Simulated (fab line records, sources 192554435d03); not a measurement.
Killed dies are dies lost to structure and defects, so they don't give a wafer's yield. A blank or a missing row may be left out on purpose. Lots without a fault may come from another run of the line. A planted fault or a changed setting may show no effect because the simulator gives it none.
Which tool did it? | flow n5_finfet | 24 lots, 72 wafers sampled, at 2 steps of a route of 1938

WHAT THE GAUGES READ, wafer by wafer
N5_SD_EPI_P_OVL_MEAS_10.
lot  | measured    | on         | SD_P_BLK_OVL (nm)
L074 | day 3 07:21 | overlay-02 | -1.3 -0.4 -1.0
L075 | day 3 13:20 | overlay-02 | 0.7 0.9 0.4
L076 | day 3 19:19 | overlay-02 | 0.0 1.8 0.7
L077 | day 4 03:10 | overlay-01 | -0.2 -0.5 -0.2
L078 | day 4 05:25 | overlay-02 | -0.5 -0.1 0.4
L079 | day 4 10:55 | overlay-02 | -1.2 -1.7 -0.6
L080 | day 4 16:38 | overlay-02 | 0.3 -1.0 -0.3
L081 | day 5 00:53 | overlay-01 | 0.6 -0.2 -0.6
L082 | day 5 08:47 | overlay-01 | -1.2 -0.3 -1.0
L083 | day 5 15:50 | overlay-02 | -0.9 -0.2 -1.1
L084 | day 5 18:37 | overlay-01 | -1.1 -1.6 -1.5
L085 | day 6 00:05 | overlay-02 | 0.4 -0.1 -0.7
L086 | day 6 04:25 | overlay-01 | -0.2 -0.1 0.4
L087 | day 6 10:29 | overlay-01 | -0.2 -1.0 -0.6
L088 | day 6 19:44 | overlay-02 | -1.4 -1.0 -0.6
L089 | day 7 00:41 | overlay-01 | -1.6 -1.1 -1.1
L090 | day 7 03:38 | overlay-01 | -0.4 -1.0 -0.8
L091 | day 7 11:13 | overlay-02 | -1.6 -0.1 -0.3
L092 | day 7 20:13 | overlay-02 | -0.2 -0.6 -0.1
L093 | day 8 00:38 | overlay-01 | -0.5 -0.2 -1.2
L094 | day 8 06:46 | overlay-02 | -1.2 -1.1 -0.9
L095 | day 8 16:55 | overlay-01 | -0.3 -1.8 -1.7
L097 | day 9 00:49 | overlay-02 | -0.2 -0.9 -0.4
L096 | day 9 01:44 | overlay-02 | 1.2 0.2 -0.8

WHICH TOOL RAN EACH LOT (tool, then ch and the chambers of the sampled wafers, then the start)
lot  | N5_SD_EPI_N_LINER_46
L074 | ald_sin-04 ch 1,2,3, day 3 06:40
L075 | ald_sin-01 ch 1,3, day 3 12:40
L076 | ald_sin-01 ch 2,3, day 3 18:38
L077 | ald_sin-01 ch 2,3, day 4 02:29
L078 | ald_sin-02 ch 2,3, day 4 04:44
L079 | ald_sin-01 ch 0,1,3, day 4 10:22
L080 | ald_sin-01 ch 0,2,3, day 4 16:04
L081 | ald_sin-04 ch 1,3, day 5 00:13
L082 | ald_sin-01 ch 1,2,3, day 5 08:06
L083 | ald_sin-02 ch 0,1,2, day 5 15:17
L084 | ald_sin-04 ch 1,2, day 5 18:04
L085 | ald_sin-02 ch 0,1,3, day 5 23:32
L086 | ald_sin-04 ch 0,1,3, day 6 03:45
L087 | ald_sin-04 ch 0,1,3, day 6 09:54
L088 | ald_sin-04 ch 0,2,3, day 6 19:03
L089 | ald_sin-02 ch 1,2,3, day 7 00:01
L090 | ald_sin-02 ch 0,1,3, day 7 02:57
L091 | ald_sin-04 ch 0,2, day 7 10:40
L092 | ald_sin-02 ch 0,1,2, day 7 19:32
L093 | ald_sin-02 ch 0,1,2, day 7 23:57
L094 | ald_sin-04 ch 2,3, day 8 06:12
L095 | ald_sin-04 ch 2,3, day 8 16:15
L097 | ald_sin-02 ch 0,1,2, day 9 00:08
L096 | ald_sin-02 ch 0,1,3, day 9 01:04
- N5_SD_EPI_N_LINER_46: material SiNx, target thk 3 nm.

WHAT THE TOOLS THEMSELVES READ (means of the sampled wafers that have a number; where no wafer has one, the mark that the record gives instead)
N5_SD_EPI_N_LINER_46.
lot  | tool       | heater_power_w (W)
L074 | ald_sin-04 | 801
L075 | ald_sin-01 | 887
L076 | ald_sin-01 | 783
L077 | ald_sin-01 | 781
L078 | ald_sin-02 | 880
L079 | ald_sin-01 | 839
L080 | ald_sin-01 | 773
L081 | ald_sin-04 | 817
L082 | ald_sin-01 | 866
L083 | ald_sin-02 | 846
L084 | ald_sin-04 | 798
L085 | ald_sin-02 | 870
L086 | ald_sin-04 | 772
L087 | ald_sin-04 | 772
L088 | ald_sin-04 | 755
L089 | ald_sin-02 | 856
L090 | ald_sin-02 | 867
L091 | ald_sin-04 | 735
L092 | ald_sin-02 | 861
L093 | ald_sin-02 | 859
L094 | ald_sin-04 | 815
L095 | ald_sin-04 | 810
L097 | ald_sin-02 | 869
L096 | ald_sin-02 | 881

THE ANSWER, worked out from the rows above alone
Rule: what is usual is taken from the lots themselves. Put in order of their means at a reading, lots are off if they are a third of the lots or fewer, leave a main group of 4 or more, and stand apart from it by a gap of 3 or more times the standard deviation of the main group's means; of several such gaps the widest counts. A main group whose means are all the same, to the digits that the tables above print for the reading, isn't used. A lot without any number at a reading at which 4 lots or more have one is off too. The other lots that the step has rows for count as sound. The gauges are gone through in route order, then the tools' own readings, and for those a lot's mean is taken as printed above. The first step at which some lot is off is used, and at that step the reading that is off furthest; a lot without a number counts as furthest.
No lot is off at any reading shown: from this, nothing can be told.

WHAT THE SIMULATOR HAD PUT IN
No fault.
